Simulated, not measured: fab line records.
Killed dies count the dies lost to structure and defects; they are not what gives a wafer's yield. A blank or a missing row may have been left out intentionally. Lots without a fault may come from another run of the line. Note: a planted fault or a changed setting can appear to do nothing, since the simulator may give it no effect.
fab line records	flow nand_harc
record lots=24	wafers=72	last_day=33
route steps=1302 shown P_ZERO_WELL@14 P_GATE@131 P_CONTACT@236
lots with no fault: from the same line, run without faults
start_h: hours from the record's first day to the start of the lot's first wafer shown	wait_h: hours from the lot's prior step to this one	" unchanged from the row above	L1.1+2: a row that stands for several wafers	- no value, or no start given	* or withheld: withheld	< > ~ a bound
route shown NAME@n: NAME is a module with steps in the file, n the number in the route of the first one	usual: the fault-free wafers' mean and standard deviation	same: alike in all rows	chamber/n: place in a boat	sites: readings site by site	_std_site: standard deviation of those values	_edge_site: inner sites' mean taken away from outer sites' mean	radius_mm: for every site, how far away it sits from the centre of the wafer	mask NAME#n: copy n	behind: the tool/chamber that last shaped the wafer	hold: reason for holding the lot/hours on hold/outcome of the hold	device: the n, p or np transistor that did not switch	end of line: the route-end tests of the same wafers	step lacking rows: just its recipe	killed: the dies lost at the first sort to structure and to defects; this is not the yield of the wafer	map: the dies of a wafer, with x for killed, . for not killed, _ for no die there
set.NAME: the setting the step ran with; set.NAME@STEP: the setting that earlier step ran with	model.NAME: the simulator's own value behind a step, which no gauge read
one table for each step of the route and one row for each wafer, over a sample of lots
services: the hour from which a tool's chamber was out of use, counted from the record's first day as start_h (under 0 if before that day), plus the number of hours and why
## steps
# step NHARC_P_ZERO_WELL_CD_MEAS_11
# recipe target_cd_nm=500	landing_energy_ev=500
# usual cd_nm=499.4/2.3
lot.wafer	tool	chamber	start_h	wait_h	cd_nm
L074.2	cd_sem-02	0	21.12	-	504.0
L074.3	"	0	"	"	500.9
L074.5	"	0	"	"	504.0
L075.2	cd_sem-03	0	31.12	-	501.9
L075.4	"	0	"	"	498.2
L075.5	"	0	"	"	502.0
L076.1	cd_sem-03	0	41.23	-	496.2
L076.2	"	0	"	"	499.6
L076.4	"	0	"	"	495.5
L077.3	cd_sem-03	0	51.25	-	497.3
L077.4	"	0	"	"	501.7
L077.5	"	0	"	"	503.1
L078.1	cd_sem-03	0	61.24	-	497.2
L078.3	"	0	"	"	495.9
L078.5	"	0	"	"	498.4
L079.1	cd_sem-03	0	71.40	-	496.9
L079.4	"	0	"	"	499.9
L079.5	"	0	"	"	497.4
L080.1	cd_sem-02	0	81.24	-	495.1
L080.2	"	0	"	"	500.2
L080.6	"	0	"	"	496.9
L081.2	cd_sem-03	0	91.27	-	497.5
L081.3	"	0	"	"	500.3
L081.6	"	0	"	"	499.0
L082.1	cd_sem-01	0	101.11	-	498.2
L082.2	"	0	"	"	498.4
L082.4	"	0	"	"	498.1
L083.1	cd_sem-02	0	111.24	-	497.4
L083.3	"	0	"	"	498.7
L083.4	"	0	"	"	497.2
L084.2	cd_sem-02	0	121.35	-	501.6
L084.4	"	0	"	"	500.9
L084.6	"	0	"	"	503.1
L085.3	cd_sem-03	0	131.24	-	499.7
L085.5	"	0	"	"	501.5
L085.6	"	0	"	"	502.6
L086.3	cd_sem-02	0	141.12	-	498.8
L086.5	"	0	"	"	496.8
L086.6	"	0	"	"	501.1
L087.2	cd_sem-02	0	151.12	-	497.7
L087.4	"	0	"	"	500.8
L087.5	"	0	"	"	496.6
L088.1	cd_sem-03	0	161.24	-	498.9
L088.3	"	0	"	"	500.9
L088.5	"	0	"	"	498.6
L089.3	cd_sem-01	0	171.14	-	497.6
L089.5	"	0	"	"	496.2
L089.6	"	0	"	"	497.6
L090.1	cd_sem-02	0	181.26	-	498.7
L090.3	"	0	"	"	497.2
L090.4	"	0	"	"	498.4
L091.1	cd_sem-02	0	191.24	-	501.9
L091.2	"	0	"	"	503.6
L091.6	"	0	"	"	499.8
L092.1	cd_sem-01	0	201.12	-	497.0
L092.4	"	0	"	"	501.7
L092.6	"	0	"	"	497.1
L093.1	cd_sem-03	0	211.25	-	500.6
L093.2	"	0	"	"	497.8
L093.6	"	0	"	"	498.0
L094.1	cd_sem-03	0	221.24	-	494.4
L094.2	"	0	"	"	498.1
L094.6	"	0	"	"	499.2
L095.3	cd_sem-01	0	231.24	-	501.8
L095.5	"	0	"	"	500.4
L095.6	"	0	"	"	497.5
L096.2	cd_sem-01	0	241.11	-	498.3
L096.3	"	0	"	"	497.7
L096.5	"	0	"	"	500.6
L097.3	cd_sem-01	0	251.12	-	502.3
L097.4	"	0	"	"	499.1
L097.6	"	0	"	"	502.3
# step NHARC_P_ZERO_WELL_DESCUM_13
# recipe time_s=3	o2_flow_sccm=200	ar_flow_sccm=0	bias_power_w=0	chemistry=O2
# usual drypump_motor_current_A=5.7/0.37	oes_product_au=1.006/0.011	rf_vpp_V=57.8/0.86	showerhead_plenum_p_Torr=1.93/0.073	throttle_valve_pct=11.311/0.0094
lot.wafer	tool	chamber	start_h	wait_h	drypump_motor_current_A	oes_product_au	rf_hours_counter_h	rf_vpp_V	showerhead_plenum_p_Torr	throttle_valve_pct
L074.2	rie_diel-05	3	21.28	-	5.5	1.005	46	58.8	1.93	11.319
L074.3	"	0	"	"	5.6	1.015	45	58.8	1.89	11.307
L074.5	"	3	"	"	5.5	1.000	-	59.1	1.94	11.304
L075.4	rie_diel-06	1	31.27	-	5.9	1.008	18	57.5	1.91	11.309
L075.2	"	0	"	"	6.1	0.994	18	57.3	1.96	11.316
L075.5	"	1	"	"	5.9	1.011	-	57.2	1.91	11.314
L076.1	rie_diel-12	1	41.39	-	6.2	1.015	33	57.3	1.94	11.319
L076.2	"	2	"	"	5.4	1.003	33	57.3	2.01	11.319
L076.4	"	0	"	"	6.0	0.987	33	58.2	1.96	11.307
L077.4	rie_diel-05	3	51.40	-	5.5	1.009	57	57.5	1.93	11.312
L077.3	"	1	"	"	6.3	0.992	56	57.4	1.77	11.304
L077.5	"	0	"	"	5.6	1.015	-	57.0	1.89	11.323
L078.3	rie_diel-12	1	61.41	-	6.3	1.020	42	57.7	1.94	11.316
L078.1	"	2	"	"	5.3	1.013	41	59.0	2.00	11.298
L078.5	"	3	"	"	5.1	1.004	-	59.3	1.98	11.310
L079.4	rie_diel-05	3	71.55	-	5.5	1.016	2	58.7	1.93	11.317
L079.1	"	1	"	"	6.3	1.016	2	58.1	2.08	11.308
L079.5	"	3	"	"	5.5	1.014	-	58.1	1.93	11.299
L080.1	rie_diel-12	1	81.42	-	6.3	1.034	46	59.1	1.94	11.312
L080.2	"	2	"	"	5.4	0.995	45	59.1	2.00	11.302
L080.6	"	0	"	"	6.0	1.024	-	59.1	1.96	11.315
L081.3	rie_diel-05	3	91.43	-	5.5	0.994	10	57.4	1.93	11.331
L081.2	"	1	"	"	6.3	1.021	11	59.8	2.07	11.297
L081.6	"	2	"	"	5.7	1.003	-	59.0	1.77	11.310
L082.4	rie_diel-05	1	101.27	-	6.3	1.009	15	58.3	2.07	11.339
L082.2	"	2	"	"	5.7	1.013	17	56.9	1.77	11.302
L082.1	"	3	"	"	5.5	1.006	17	58.0	1.93	11.320
L083.1	rie_diel-12	0	111.40	-	6.0	0.995	3	57.2	1.95	11.316
L083.3	"	1	"	"	6.2	1.009	3	57.6	1.93	11.306
L083.4	"	1	"	"	6.2	1.010	-	57.7	1.93	11.321
L084.2	rie_diel-05	3	121.51	-	5.5	0.996	22	58.7	1.93	11.295
L084.4	"	0	"	"	5.7	1.021	20	57.0	1.88	11.299
L084.6	"	3	"	"	5.5	1.007	-	57.5	1.93	11.318
L085.3	rie_diel-05	3	131.41	-	5.5	0.998	22	57.2	1.92	11.310
L085.6	"	1	"	"	6.3	0.999	-	57.8	2.07	11.312
L085.5	"	2	"	"	5.7	1.009	-	56.8	1.77	11.308
L086.3	rie_diel-12	0	141.36	-	6.0	0.995	12	58.6	1.95	11.309
L086.5	"	3	"	"	5.1	0.997	-	57.6	1.97	11.312
L086.6	"	0	"	"	6.0	1.006	-	56.4	1.95	11.305
L087.2	rie_diel-06	3	151.28	-	5.2	1.008	5	59.0	1.92	11.323
L087.4	"	1	"	"	5.9	1.007	5	56.4	1.90	11.312
L087.5	"	3	"	"	5.2	1.005	-	58.8	1.92	11.305
L088.3	rie_diel-12	0	161.40	-	6.0	1.005	20	59.1	1.95	11.307
L088.1	"	2	"	"	5.4	0.998	14	59.3	2.00	11.322
L088.5	"	0	"	"	6.0	1.010	-	57.9	1.95	11.291
L089.3	rie_diel-05	2	171.57	-	5.7	1.015	45	56.8	1.76	11.320
L089.6	"	1	"	"	6.3	0.996	-	56.4	2.06	11.311
L089.5	"	2	"	"	5.7	1.021	-	56.6	1.76	11.306
L090.4	rie_diel-06	0	181.42	-	6.1	1.001	17	58.6	1.95	11.311
L090.1	"	1	"	"	5.9	0.998	18	56.5	1.90	11.301
L090.3	"	3	"	"	5.2	0.998	15	57.8	1.92	11.297
L091.2	rie_diel-06	3	191.39	-	5.2	0.988	17	57.0	1.92	11.305
L091.1	"	0	"	"	6.1	0.999	18	57.9	1.95	11.294
L091.6	"	3	"	"	5.2	1.000	-	57.7	1.92	11.304
L092.4	rie_diel-06	1	201.27	-	5.9	1.009	22	57.9	1.90	11.321
L092.1	"	3	"	"	5.2	0.996	18	57.2	1.92	11.298
L092.6	"	2	"	"	5.3	1.013	-	58.3	1.97	11.328
L093.2	rie_diel-12	2	211.94	-	5.4	1.000	30	57.6	1.99	11.320
L093.1	"	0	"	"	6.0	0.994	39	57.2	1.94	11.305
L093.6	"	1	"	"	6.2	1.028	-	57.8	1.93	11.302
L094.1	rie_diel-12	3	221.39	-	5.1	0.990	42	58.8	1.96	11.305
L094.2	"	2	"	"	5.4	0.991	33	57.8	1.99	11.308
L094.6	"	3	"	"	5.1	0.995	-	56.8	1.96	11.314
L095.3	rie_diel-06	2	231.43	-	5.3	1.001	-	57.6	1.97	11.315
L095.5	"	2	"	"	5.3	0.991	-	57.2	1.97	11.324
L095.6	"	1	"	"	5.9	1.010	-	57.8	1.89	11.318
L096.3	rie_diel-05	2	241.27	-	5.7	1.015	1	59.6	2.08	11.320
L096.2	"	0	"	"	5.6	1.025	1	59.8	1.87	11.295
L096.5	"	3	"	"	5.5	1.006	-	58.7	1.91	11.300
L097.4	rie_diel-06	0	251.27	-	6.1	0.994	37	58.5	1.94	11.302
L097.3	"	1	"	"	5.8	0.997	43	57.9	1.89	11.304
L097.6	"	0	"	"	6.1	0.996	-	57.2	1.94	11.304
# step NHARC_P_GATE_HM_DEP_102
# recipe target_thk_a=1200	temp_c=400	material=aC
# usual throttle_valve_pct=35.001/0.009
lot.wafer	tool	chamber	start_h	wait_h	throttle_valve_pct
L074.2	acl_dep-01	0	92.41	2.3	34.988
L074.3	"	0	"	"	35.007
L074.5	"	0	"	"	35.013
L075.2	acl_dep-02	0	108.07	0.5	35.008
L075.4	"	0	"	"	34.998
L075.5	"	0	"	"	35.004
L076.1	acl_dep-01	0	119.80	2.3	35.009
L076.2	"	0	"	"	34.987
L076.4	"	0	"	"	35.010
L077.3	acl_dep-02	0	121.52	0.6	35.001
L077.4	"	0	"	"	34.990
L077.5	"	0	"	"	35.010
L078.1	acl_dep-03	0	132.93	0.4	34.993
L078.3	"	0	"	"	34.985
L078.5	"	0	"	"	35.011
L079.1	acl_dep-02	0	144.33	0.4	35.018
L079.4	"	0	"	"	35.008
L079.5	"	0	"	"	34.976
L080.1	acl_dep-01	0	152.54	0.4	34.993
L080.2	"	0	"	"	35.009
L080.6	"	0	"	"	35.000
L081.2	acl_dep-01	0	170.06	4.2	34.994
L081.3	"	0	"	"	35.010
L081.6	"	0	"	"	35.004
L082.1	acl_dep-01	0	172.77	1.6	34.994
L082.2	"	0	"	"	34.991
L082.4	"	0	"	"	34.997
L083.1	acl_dep-03	0	189.26	5.0	35.005
L083.3	"	0	"	"	35.016
L083.4	"	0	"	"	34.996
L084.2	acl_dep-03	0	194.87	0.5	34.991
L084.4	"	0	"	"	34.997
L084.6	"	0	"	"	34.988
L085.3	acl_dep-02	0	207.05	0.6	34.999
L085.5	"	0	"	"	35.012
L085.6	"	0	"	"	34.995
L087.2	acl_dep-03	0	223.13	2.4	34.991
L087.4	"	0	"	"	35.005
L087.5	"	0	"	"	35.000
L086.3	acl_dep-02	0	223.24	2.5	35.016
L086.5	"	0	"	"	35.002
L086.6	"	0	"	"	35.007
L089.3	acl_dep-01	0	240.13	1.7	35.007
L089.5	"	0	"	"	34.987
L089.6	"	0	"	"	35.006
L088.1	acl_dep-01	0	240.56	2.1	35.004
L088.3	"	0	"	"	34.997
L088.5	"	0	"	"	35.010
L090.1	acl_dep-03	0	256.99	2.4	35.010
L090.3	"	0	"	"	35.015
L090.4	"	0	"	"	34.982
L091.1	acl_dep-02	0	259.24	0.4	34.999
L091.2	"	0	"	"	35.014
L091.6	"	0	"	"	34.990
L092.1	acl_dep-03	0	276.45	0.9	34.996
L092.4	"	0	"	"	35.008
L092.6	"	0	"	"	35.000
L093.1	acl_dep-02	0	283.49	4.1	34.996
L093.2	"	0	"	"	34.994
L093.6	"	0	"	"	35.011
L094.1	acl_dep-01	0	295.29	0.4	35.013
L094.2	"	0	"	"	35.017
L094.6	"	0	"	"	34.988
L095.3	acl_dep-02	0	301.54	0.6	35.013
L095.5	"	0	"	"	34.997
L095.6	"	0	"	"	35.007
L096.2	acl_dep-01	0	315.31	4.5	34.997
L096.3	"	0	"	"	34.991
L096.5	"	0	"	"	34.993
L097.3	acl_dep-01	0	322.19	1.4	35.010
L097.4	"	0	"	"	34.986
L097.6	"	0	"	"	34.998
# step NHARC_P_GATE_DEGAS_109
# recipe temp_c=300	time_s=60
# usual heater_power_w=467/45
lot.wafer	tool	chamber	start_h	wait_h	heater_power_w
L074.2	pvd_sputter-03	-	111.13	0.1	384
L074.3	"	-	"	"	487
L074.5	"	-	"	"	386
L075.2	pvd_sputter-02	-	126.68	0.1	545
L075.4	"	-	"	"	481
L075.5	"	-	"	"	520
L076.4	pvd_sputter-02	-	138.73	0.1	463
L076.1	"	-	"	"	450
L076.2	"	-	"	"	538
L077.3	pvd_sputter-01	-	140.00	0.1	425
L077.4	"	-	"	"	524
L077.5	"	-	"	"	428
L078.3	pvd_sputter-02	-	151.68	0.1	482
L078.1	"	-	"	"	483
L078.5	"	-	"	"	464
L079.4	pvd_sputter-02	-	163.07	0.1	471
L079.1	"	-	"	"	460
L079.5	"	-	"	"	480
L080.1	pvd_sputter-02	-	173.38	0.1	529
L080.2	"	-	"	"	478
L080.6	"	-	"	"	472
L081.2	pvd_sputter-01	-	189.08	0.1	427
L081.3	"	-	"	"	519
L081.6	"	-	"	"	441
L082.1	pvd_sputter-03	-	191.23	0.1	477
L082.4	"	-	"	"	502
L082.2	"	-	"	"	382
L083.3	pvd_sputter-02	-	208.54	0.1	488
L083.4	"	-	"	"	475
L083.1	"	-	"	"	453
L084.2	pvd_sputter-03	-	213.50	0.1	384
L084.4	"	-	"	"	383
L084.6	"	-	"	"	398
L085.3	pvd_sputter-02	-	225.65	0.1	461
L085.6	"	-	"	"	466
L085.5	"	-	"	"	449
L086.3	pvd_sputter-02	-	242.13	0.1	547
L086.5	"	-	"	"	468
L086.6	"	-	"	"	525
L087.4	pvd_sputter-03	-	242.45	0.1	482
L087.2	"	-	"	"	382
L087.5	"	-	"	"	389
L089.3	pvd_sputter-03	-	258.75	0.1	500
L089.5	"	-	"	"	383
L089.6	"	-	"	"	467
L088.1	pvd_sputter-03	-	260.17	0.1	388
L088.3	"	-	"	"	502
L088.5	"	-	"	"	381
L090.3	pvd_sputter-03	-	275.70	0.1	506
L090.1	"	-	"	"	380
L090.4	"	-	"	"	483
L091.2	pvd_sputter-02	-	277.92	0.1	455
L091.1	"	-	"	"	490
L091.6	"	-	"	"	459
L092.4	pvd_sputter-01	-	294.99	0.1	422
L092.1	"	-	"	"	512
L092.6	"	-	"	"	448
L093.1	pvd_sputter-02	-	302.82	0.1	471
L093.2	"	-	"	"	472
L093.6	"	-	"	"	479
L094.2	pvd_sputter-02	-	313.92	0.1	492
L094.1	"	-	"	"	486
L094.6	"	-	"	"	464
L095.3	pvd_sputter-02	-	320.35	0.1	489
L095.6	"	-	"	"	498
L095.5	"	-	"	"	469
L096.3	pvd_sputter-03	-	333.91	0.1	483
L096.2	"	-	"	"	380
L096.5	"	-	"	"	387
L097.4	pvd_sputter-01	-	340.50	0.1	423
L097.3	"	-	"	"	438
L097.6	"	-	"	"	526
# step NHARC_P_CONTACT_ETCH_35
# recipe target_depth_a=390	over_etch_frac=0.3	time_s=65	ion_energy_ev=80	cf4_flow_sccm=150	ar_flow_sccm=0	rf_w=300	bias_w=100	chemistry=CF4
# usual drypump_motor_current_A=5.6/0.38	oes_product_au=1.002/0.012	rf_vpp_V=151.5/1.3	showerhead_plenum_p_Torr=1.79/0.072	throttle_valve_pct=13.282/0.0094
lot.wafer	tool	chamber	start_h	wait_h	drypump_motor_current_A	oes_product_au	rf_hours_counter_h	rf_vpp_V	showerhead_plenum_p_Torr	throttle_valve_pct
L074.3	rie_diel-09	2	113.84	0.1	6.0	0.982	4.9	150.0	1.70	13.265
L074.2	"	3	"	"	5.3	0.996	4.9	152.7	1.88	13.284
L074.5	"	3	"	"	5.3	1.003	-	152.6	1.88	13.282
L075.4	rie_diel-11	2	129.52	0.1	5.5	1.014	0.8	152.9	1.83	13.276
L075.2	"	0	"	"	6.1	0.999	0.7	153.1	1.88	13.272
L075.5	"	2	"	"	5.5	1.030	-	152.7	1.83	13.272
L076.2	rie_diel-11	3	141.53	0.1	5.9	1.005	1.3	151.0	1.82	13.291
L076.1	"	0	"	"	6.1	1.011	1.3	153.6	1.88	13.288
L076.4	"	2	"	"	5.6	1.025	1.3	154.4	1.83	13.284
L077.3	rie_diel-11	1	142.72	0.1	5.0	1.013	1.6	150.9	1.76	13.285
L077.4	"	3	"	"	5.9	1.004	1.7	151.7	1.82	13.285
L077.5	"	0	"	"	6.1	1.014	-	153.5	1.88	13.284
L078.3	rie_diel-09	2	154.56	0.1	6.0	1.002	0.0	149.7	1.70	13.280
L078.1	"	3	"	"	5.3	1.000	0.0	152.4	1.88	13.276
L078.5	"	2	"	"	6.0	0.990	-	151.3	1.69	13.278
L079.4	rie_diel-11	0	165.93	0.1	6.1	1.013	2.4	153.7	1.88	13.287
L079.1	"	1	"	"	5.0	0.994	2.4	152.6	1.76	13.283
L079.5	"	2	"	"	5.6	1.032	-	151.4	1.83	13.273
L080.1	rie_diel-11	1	176.28	0.1	5.0	1.004	2.7	151.5	1.76	13.271
L080.2	"	2	"	"	5.5	1.023	2.6	152.2	1.83	13.290
L080.6	"	1	"	"	5.0	0.994	-	151.6	1.76	13.283
L081.2	rie_diel-09	1	192.17	0.1	5.0	1.015	1.3	152.0	1.81	13.259
L081.3	"	2	"	"	6.1	1.000	1.3	149.3	1.69	13.296
L081.6	"	0	"	"	5.6	1.006	-	149.1	1.70	13.271
L082.1	rie_diel-09	0	193.94	0.1	5.6	0.997	1.0	150.5	1.70	13.280
L082.4	"	1	"	"	5.0	1.017	1.6	151.3	1.81	13.293
L082.2	"	3	"	"	5.3	0.985	1.7	153.6	1.88	13.272
L083.3	rie_diel-09	2	211.49	0.1	6.0	0.995	2.3	150.5	1.69	13.269
L083.4	"	3	"	"	5.3	0.989	2.3	153.4	1.88	13.277
L083.1	"	0	"	"	5.6	0.999	1.5	150.6	1.70	13.272
L084.2	rie_diel-09	3	216.21	0.1	5.3	0.993	2.8	152.8	1.88	13.285
L084.4	"	2	"	"	6.0	0.998	2.8	150.5	1.69	13.265
L084.6	"	3	"	"	5.3	1.007	-	152.3	1.88	13.280
L085.3	rie_diel-02	3	228.54	0.1	6.2	1.026	0.0	153.6	1.85	13.278
L085.6	"	0	"	"	5.5	0.981	-	152.3	1.87	13.288
L085.5	"	1	"	"	5.7	0.994	-	149.5	1.68	13.286
L086.3	rie_diel-11	1	245.07	0.1	5.0	1.012	4.5	150.9	1.76	13.267
L086.5	"	0	"	"	6.1	0.989	-	153.0	1.88	13.304
L086.6	"	1	"	"	5.0	1.007	-	150.6	1.76	13.293
L087.4	rie_diel-09	3	245.34	0.1	5.3	1.003	3.4	153.9	1.88	13.278
L087.2	"	0	"	"	5.6	1.007	2.7	151.3	1.70	13.293
L087.5	"	1	"	"	5.1	1.007	-	151.5	1.81	13.279
L089.3	rie_diel-09	0	261.68	0.1	5.6	0.996	3.2	151.4	1.70	13.282
L089.5	"	3	"	"	5.3	0.997	-	153.5	1.88	13.262
L089.6	"	0	"	"	5.6	0.999	-	149.9	1.70	13.285
L088.1	rie_diel-09	3	263.22	0.1	5.3	0.996	4.0	152.2	1.88	13.289
L088.3	"	2	"	"	6.0	1.005	4.2	151.3	1.69	13.297
L088.5	"	0	"	"	5.6	1.011	-	150.1	1.70	13.293
L090.3	rie_diel-11	2	278.95	0.1	5.6	1.010	0.2	152.1	1.83	13.291
L090.1	"	3	"	"	5.9	0.997	0.2	152.1	1.82	13.276
L090.4	"	0	"	"	6.0	1.025	0.2	152.5	1.88	13.298
L091.2	rie_diel-02	2	280.75	0.1	5.7	1.015	3.6	150.1	1.70	13.290
L091.1	"	0	"	"	5.5	0.989	2.7	152.4	1.87	13.297
L091.6	"	2	"	"	5.7	1.008	-	150.5	1.70	13.278
L092.4	rie_diel-09	2	298.06	0.1	6.0	0.997	5.2	149.5	1.69	13.273
L092.1	"	0	"	"	5.6	1.001	4.3	148.9	1.70	13.284
L092.6	"	1	"	"	5.0	1.016	-	152.0	1.81	13.265
L093.1	rie_diel-09	0	305.71	0.1	5.6	0.992	4.8	151.4	1.70	13.266
L093.2	"	1	"	"	5.0	1.006	5.6	151.6	1.81	13.271
L093.6	"	0	"	"	5.6	0.989	-	149.4	1.70	13.281
L094.2	rie_diel-09	3	316.78	0.1	5.3	0.983	6.1	151.8	1.88	13.292
L094.1	"	0	"	"	5.6	0.995	5.5	148.4	1.70	13.294
L094.6	"	1	"	"	5.0	1.014	-	150.7	1.81	13.283
L095.3	rie_diel-02	0	323.06	0.1	5.5	1.001	4.2	151.9	1.87	13.283
L095.6	"	0	"	"	5.5	0.979	-	152.3	1.87	13.279
L095.5	"	1	"	"	5.7	0.990	-	149.2	1.68	13.278
L096.3	rie_diel-11	2	336.76	0.1	5.5	1.011	1.5	150.8	1.82	13.287
L096.2	"	0	"	"	6.0	1.003	1.6	151.6	1.88	13.291
L096.5	"	2	"	"	5.5	1.018	-	152.0	1.82	13.278
L097.3	rie_diel-02	3	343.35	0.1	6.2	1.017	6.3	153.0	1.85	13.277
L097.4	"	0	"	"	5.5	0.968	5.3	152.7	1.87	13.281
L097.6	"	2	"	"	5.7	0.996	-	150.9	1.69	13.289
# step NHARC_P_CONTACT_CD_MEAS_19
# usual cd_nm=90.4/2.2
lot.wafer	tool	chamber	start_h	wait_h	cd_nm
L074.2	cd_sem-02	-	114.63	-	86.2
L074.3	"	-	"	"	88.4
L074.5	"	-	"	"	91.0
L075.2	cd_sem-03	-	130.31	-	90.9
L075.4	"	-	"	"	93.6
L075.5	"	-	"	"	90.8
L076.1	cd_sem-02	-	142.32	-	93.5
L076.2	"	-	"	"	92.0
L076.4	"	-	"	"	88.9
L077.3	cd_sem-02	-	143.51	-	91.4
L077.4	"	-	"	"	88.4
L077.5	"	-	"	"	93.0
L078.1	cd_sem-03	-	155.47	-	89.3
L078.3	"	-	"	"	89.1
L078.5	"	-	"	"	92.5
L079.1	cd_sem-02	-	166.70	-	89.4
L079.4	"	-	"	"	87.6
L079.5	"	-	"	"	88.7
L080.1	cd_sem-01	-	177.05	-	89.9
L080.2	"	-	"	"	90.9
L080.6	"	-	"	"	89.3
L081.2	cd_sem-01	-	192.96	-	91.4
L081.3	"	-	"	"	91.5
L081.6	"	-	"	"	88.8
L082.1	cd_sem-01	-	194.73	-	94.7
L082.2	"	-	"	"	90.5
L082.4	"	-	"	"	92.7
L083.1	cd_sem-03	-	212.27	-	90.0
L083.3	"	-	"	"	88.4
L083.4	"	-	"	"	90.9
L084.2	cd_sem-03	-	217.00	-	88.6
L084.4	"	-	"	"	91.2
L084.6	"	-	"	"	88.0
L085.3	cd_sem-03	-	229.31	-	89.7
L085.5	"	-	"	"	90.6
L085.6	"	-	"	"	93.1
L086.3	cd_sem-03	-	245.98	-	89.9
L086.5	"	-	"	"	91.4
L086.6	"	-	"	"	91.1
L087.2	cd_sem-01	-	246.11	-	90.2
L087.4	"	-	"	"	90.8
L087.5	"	-	"	"	91.0
L089.3	cd_sem-03	-	262.47	-	90.9
L089.5	"	-	"	"	89.5
L089.6	"	-	"	"	88.5
L088.1	cd_sem-03	-	264.00	-	90.0
L088.3	"	-	"	"	91.1
L088.5	"	-	"	"	92.3
L090.1	cd_sem-02	-	279.73	-	87.1
L090.3	"	-	"	"	90.5
L090.4	"	-	"	"	90.8
L091.1	cd_sem-01	-	281.54	-	91.8
L091.2	"	-	"	"	92.7
L091.6	"	-	"	"	90.4
L092.1	cd_sem-03	-	298.84	-	88.4
L092.4	"	-	"	"	89.0
L092.6	"	-	"	"	90.0
L093.1	cd_sem-01	-	306.49	-	89.2
L093.2	"	-	"	"	95.6
L093.6	"	-	"	"	90.5
L094.1	cd_sem-01	-	317.55	-	90.6
L094.2	"	-	"	"	91.9
L094.6	"	-	"	"	93.9
L095.3	cd_sem-02	-	324.33	-	88.4
L095.5	"	-	"	"	95.1
L095.6	"	-	"	"	87.3
L096.2	cd_sem-01	-	337.56	-	87.4
L096.3	"	-	"	"	85.9
L096.5	"	-	"	"	87.9
L097.3	cd_sem-03	-	344.13	-	88.3
L097.4	"	-	"	"	91.9
L097.6	"	-	"	"	88.6
## services
tool	chamber	start_h	hours	kind
acl_dep-01	-	6.23	13.0	pm
rie_diel-09	0	45.38	2.1	repair
rie_diel-05	-	52.64	9.0	pm
acl_dep-02	-	62.46	13.0	pm
rie_diel-11	-	78.50	9.0	pm
pvd_sputter-02	-	80.34	3.3	repair
pvd_sputter-03	-	89.46	9.0	repair
rie_diel-12	-	91.50	9.0	pm
pvd_sputter-02	-	104.02	10.0	pm
rie_diel-05	3	123.73	1.9	repair
rie_diel-05	2	134.43	2.4	repair
rie_diel-09	0	135.30	24.7	repair
rie_diel-09	-	143.25	9.0	pm
rie_diel-12	2	143.59	8.9	repair
rie_diel-12	1	158.92	22.4	repair
pvd_sputter-03	-	170.00	10.0	pm
rie_diel-09	0	175.29	4.2	repair
rie_diel-12	1	184.15	13.8	repair
acl_dep-01	-	188.10	13.0	pm
rie_diel-11	3	210.32	36.4	repair
rie_diel-05	-	229.64	9.0	pm
pvd_sputter-02	-	282.02	10.0	pm
rie_diel-05	0	314.67	5.5	repair
rie_diel-09	-	320.25	9.0	pm
## key
fault none
